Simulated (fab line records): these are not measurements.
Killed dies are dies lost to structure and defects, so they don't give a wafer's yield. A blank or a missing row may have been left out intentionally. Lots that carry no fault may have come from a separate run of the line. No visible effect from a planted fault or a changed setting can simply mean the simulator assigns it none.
What tool caused it? :: flow n5_finfet :: 10 lots, 30 wafers sampled, at 3 steps of a route of 1938

## WHAT THE GAUGES READ, wafer by wafer
N5_BEOL_M6_INSPECT_13: inspects for defects (brightfield). Usual: raw_defect_count at 397, with a standard deviation of 86.
lot: L913
measured: day 9 18:13
on: defect_inspect-01
raw_defect_count: 385 430 380
flag: 

lot: L914
measured: day 10 03:44
on: defect_inspect-02
raw_defect_count: 325 365 412
flag: 

lot: L918
measured: day 11 01:16
on: defect_inspect-01
raw_defect_count: 371 525 487
flag: 

lot: L919
measured: day 11 10:39
on: defect_inspect-02
raw_defect_count: 415 354 489
flag: 

lot: L922
measured: day 12 01:13
on: defect_inspect-01
raw_defect_count: 367 419 297
flag: 

lot: L921
measured: day 12 11:04
on: defect_inspect-01
raw_defect_count: 362 358 405
flag: 

lot: L930
measured: day 14 03:07
on: defect_inspect-01
raw_defect_count: 318 385 330
flag: 

lot: L933
measured: day 14 21:32
on: defect_inspect-02
raw_defect_count: 314 337 269
flag: 

lot: L935
measured: day 16 00:29
on: defect_inspect-02
raw_defect_count: 390 426 364
flag: 

lot: L936
measured: day 16 04:53
on: defect_inspect-02
raw_defect_count: 463 425 517
flag: 

N5_BEOL_M6_CD_MEAS_18: pitch 80 nm, target cd 40 nm. Usual: cd_nm at 40.1 nm, with a standard deviation of 0.54.
lot: L913
measured: day 9 18:48
on: cd_sem-03
cd_nm (nm): 40.0 40.5 40.1
flag: 

lot: L914
measured: day 10 04:13
on: cd_sem-03
cd_nm (nm): 39.7 39.7 40.2
flag: 

lot: L918
measured: day 11 01:55
on: cd_sem-02
cd_nm (nm): 40.3 39.9 40.4
flag: 

lot: L919
measured: day 11 11:08
on: cd_sem-03
cd_nm (nm): 40.6 39.9 40.1
flag: 

lot: L922
measured: day 12 02:11
on: cd_sem-01
cd_nm (nm): 39.7 40.1 40.3
flag: 

lot: L921
measured: day 12 11:34
on: cd_sem-01
cd_nm (nm): 39.5 40.0 39.6
flag: 

lot: L930
measured: day 14 03:49
on: cd_sem-03
cd_nm (nm): 41.0 39.8 41.6
flag: 

lot: L933
measured: day 14 22:31
on: cd_sem-03
cd_nm (nm): 39.4 39.9 39.4
flag: 

lot: L935
measured: day 16 01:21
on: cd_sem-02
cd_nm (nm): 40.2 40.6 40.4
flag: 

lot: L936
measured: day 16 05:23
on: cd_sem-01
cd_nm (nm): 39.5 40.5 39.9
flag: 

## EACH LOT AND THE TOOL THAT RAN IT (in order: tool; ch and the chambers of the sampled wafers; start)
lot: L913
N5_BEOL_M6_ETCH_61: rie_diel-04 ch 1,3, day 9 18:17

lot: L914
N5_BEOL_M6_ETCH_61: rie_diel-01 ch 2,3, day 10 03:48

lot: L918
N5_BEOL_M6_ETCH_61: rie_diel-01 ch 2,3, day 11 01:28

lot: L919
N5_BEOL_M6_ETCH_61: rie_diel-03 ch 0,2, day 11 10:43

lot: L922
N5_BEOL_M6_ETCH_61: rie_diel-01 ch 1,3, day 12 01:44

lot: L921
N5_BEOL_M6_ETCH_61: rie_diel-01 ch 0,1, day 12 11:08

lot: L930
N5_BEOL_M6_ETCH_61: rie_diel-03 ch 0,1,3, day 14 03:22

lot: L933
N5_BEOL_M6_ETCH_61: rie_diel-01 ch 0,1,2, day 14 21:55

lot: L935
N5_BEOL_M6_ETCH_61: rie_diel-03 ch 0,1,3, day 16 00:52

lot: L936
N5_BEOL_M6_ETCH_61: rie_diel-01 ch 0,1,3, day 16 04:57
- N5_BEOL_M6_ETCH_61: etches SiARC in CF4, target depth 45.5 nm, time 75.8 s.

## WHAT THE TOOLS THEMSELVES READ (means of the sampled wafers that have a number; where no wafer has one, the mark that the record gives instead)
N5_BEOL_M6_ETCH_61. Usual: bias_w 36.00 W, standard deviation 0.11; chamber_pressure_mTorr 40.00 mTorr, standard deviation 0.041; drypump_motor_current_A 5.6 A, standard deviation 0.53; etch_rf_on_time_s 75.4 s, standard deviation 0.88; oes_product_au 0.69 a.u., standard deviation 0.066; rf_vpp_V 184.5 V, standard deviation 1.3; showerhead_plenum_p_Torr 2.17 Torr, standard deviation 0.081; throttle_valve_pct 15.59 %, standard deviation 0.19.
lot: L913
tool: rie_diel-04
bias_w (W): 35.99
chamber_pressure_mTorr (mTorr): 40.02
drypump_motor_current_A (A): 5.4
etch_rf_on_time_s (s): 75.1
oes_product_au (a.u.): 0.77
rf_vpp_V (V): 186.1
showerhead_plenum_p_Torr (Torr): 2.27
throttle_valve_pct (%): 15.33
flag: 

lot: L914
tool: rie_diel-01
bias_w (W): 36.05
chamber_pressure_mTorr (mTorr): 39.94
drypump_motor_current_A (A): 5.7
etch_rf_on_time_s (s): 74.6
oes_product_au (a.u.): 0.76
rf_vpp_V (V): 184.9
showerhead_plenum_p_Torr (Torr): 2.21
throttle_valve_pct (%): 15.48
flag: 

lot: L918
tool: rie_diel-01
bias_w (W): 35.94
chamber_pressure_mTorr (mTorr): 40.03
drypump_motor_current_A (A): 6.0
etch_rf_on_time_s (s): 74.6
oes_product_au (a.u.): 0.74
rf_vpp_V (V): 184.0
showerhead_plenum_p_Torr (Torr): 2.16
throttle_valve_pct (%): 15.55
flag: 

lot: L919
tool: rie_diel-03
bias_w (W): 35.97
chamber_pressure_mTorr (mTorr): 40.02
drypump_motor_current_A (A): 5.4
etch_rf_on_time_s (s): 76.2
oes_product_au (a.u.): 0.66
rf_vpp_V (V): 182.6
showerhead_plenum_p_Torr (Torr): 2.06
throttle_valve_pct (%): 15.64
flag: 

lot: L922
tool: rie_diel-01
bias_w (W): 36.05
chamber_pressure_mTorr (mTorr): 40.05
drypump_motor_current_A (A): 5.9
etch_rf_on_time_s (s): 75.1
oes_product_au (a.u.): 0.72
rf_vpp_V (V): 184.2
showerhead_plenum_p_Torr (Torr): 2.15
throttle_valve_pct (%): 15.59
flag: 

lot: L921
tool: rie_diel-01
bias_w (W): 36.00
chamber_pressure_mTorr (mTorr): 40.00
drypump_motor_current_A (A): 5.3
etch_rf_on_time_s (s): 75.3
oes_product_au (a.u.): 0.70
rf_vpp_V (V): 185.3
showerhead_plenum_p_Torr (Torr): 2.22
throttle_valve_pct (%): 15.56
flag: 

lot: L930
tool: rie_diel-03
bias_w (W): 36.07
chamber_pressure_mTorr (mTorr): 39.97
drypump_motor_current_A (A): 5.6
etch_rf_on_time_s (s): 76.0
oes_product_au (a.u.): 0.68
rf_vpp_V (V): 183.8
showerhead_plenum_p_Torr (Torr): 2.17
throttle_valve_pct (%): 15.63
flag: 

lot: L933
tool: rie_diel-01
bias_w (W): 35.97
chamber_pressure_mTorr (mTorr): 40.00
drypump_motor_current_A (A): 5.4
etch_rf_on_time_s (s): 76.4
oes_product_au (a.u.): 0.68
rf_vpp_V (V): 184.8
showerhead_plenum_p_Torr (Torr): 2.22
throttle_valve_pct (%): 15.56
flag: 

lot: L935
tool: rie_diel-03
bias_w (W): 36.04
chamber_pressure_mTorr (mTorr): 40.00
drypump_motor_current_A (A): 5.6
etch_rf_on_time_s (s): 75.4
oes_product_au (a.u.): 0.75
rf_vpp_V (V): 183.5
showerhead_plenum_p_Torr (Torr): 2.17
throttle_valve_pct (%): 15.49
flag: 

lot: L936
tool: rie_diel-01
bias_w (W): 36.09
chamber_pressure_mTorr (mTorr): 40.03
drypump_motor_current_A (A): 5.7
etch_rf_on_time_s (s): 75.0
oes_product_au (a.u.): 0.67
rf_vpp_V (V): 184.1
showerhead_plenum_p_Torr (Torr): 2.16
throttle_valve_pct (%): 15.64
flag: 

## THE ANSWER, worked out from the rows above alone
Rule: a lot counts as off when the mean over its wafers that have a number is more than 3 standard deviations away from the usual mean. A lot without any number at a reading at which 4 lots or more have one is off too. Where the step has rows for the other lots, those lots are counted as sound. After the gauges, taken in route order, come the tools' own readings; for these a lot's mean is taken, as printed above. The first step at which some lot is off is used, and at that step the reading that is off furthest; a lot without a number counts as furthest.
None of the lots is off at any reading shown; this tells nothing.

## WHAT THE SIMULATOR PUT IN
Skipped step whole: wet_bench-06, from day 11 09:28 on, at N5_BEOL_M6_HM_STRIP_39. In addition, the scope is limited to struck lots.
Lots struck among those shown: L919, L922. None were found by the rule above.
